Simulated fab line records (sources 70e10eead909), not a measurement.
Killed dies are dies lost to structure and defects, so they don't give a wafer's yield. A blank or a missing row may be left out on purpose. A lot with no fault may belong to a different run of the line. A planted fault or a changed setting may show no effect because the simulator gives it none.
The tool behind it: which one? -- flow nand_harc -- Sampling: 7 lots, 20 wafers, 3 of 1302 route steps

WHAT THE GAUGES READ, wafer by wafer
NHARC_A_ONON_D2_THK_MEAS_08: measures by ellipsometry.
lot,measured,on,thk_nm (nm)
L970,day 12 22:30,film_metro-01,986 989 988
L973,day 13 21:31,film_metro-02,1002 1002 1001
L975,day 15 08:07,film_metro-02,1013 1013 1014
L979,day 17 06:51,film_metro-02,990 989 992
L985,day 19 01:21,film_metro-02,1347 1348
L989,day 20 13:11,film_metro-02,993 993 994
L992,day 22 14:35,film_metro-01,996 997 994

WHICH TOOL RAN EACH LOT (tool, then ch and the chambers of the sampled wafers, then the start)
lot,NHARC_A_DECK1_JOINT_CMP_02,NHARC_A_ONON_D2_DEP_06
L970,"cmp-02 ch 0,2,3, day 12 20:07","pecvd_onon-03 ch 0, day 12 21:59"
L973,"cmp-01 ch 0,1,2, day 13 19:09","pecvd_onon-03 ch 0, day 13 21:00"
L975,"cmp-03 ch 1,3, day 15 05:42","pecvd_onon-03 ch 0, day 15 07:43"
L979,"cmp-03 ch 0,3, day 17 04:05","pecvd_onon-01 ch 0, day 17 06:21"
L985,"cmp-03 ch 1,3, day 18 22:53","pecvd_onon-01 ch 0, day 19 00:53"
L989,"cmp-01 ch 0,1,2, day 20 10:47","pecvd_onon-03 ch 0, day 20 12:48"
L992,"cmp-02 ch 0,2,3, day 22 12:08","pecvd_onon-03 ch 0, day 22 14:12"
- NHARC_A_DECK1_JOINT_CMP_02: polishes SiOx.
- NHARC_A_ONON_D2_DEP_06: target thk 1000 nm.

THE ANSWER, worked out from the rows above alone
Rule: the usual values come from the lots themselves. The widest of any qualifying gaps counts: lots, ordered by their means at a reading, are off when they make up no more than a third of the lots, leave a main group of 4 or more, and stand apart from it by 3 or more times the standard deviation of that group's means. Not used: any main group whose means are identical at the precision the tables above print for the reading. A lot without any number at a reading at which 4 lots or more have one is off too. Any other lot the step has rows for is counted as sound.
Off: L985 (NHARC_A_ONON_D2_THK_MEAS_08, thk_nm). The main group has a mean of 997 nm with a standard deviation of 8.5.
If a tool, at a process step before that reading, ran all the lots that are off and no sound lot after the first of them, it fits. Those tools and the gauges at NHARC_A_ONON_D2_THK_MEAS_08 are tried in the same way. This does not decide it: 2 tools fit, namely cmp-03 at NHARC_A_DECK1_JOINT_CMP_02 and pecvd_onon-01 at NHARC_A_ONON_D2_DEP_06.

WHAT THE SIMULATOR HAD INSERTED
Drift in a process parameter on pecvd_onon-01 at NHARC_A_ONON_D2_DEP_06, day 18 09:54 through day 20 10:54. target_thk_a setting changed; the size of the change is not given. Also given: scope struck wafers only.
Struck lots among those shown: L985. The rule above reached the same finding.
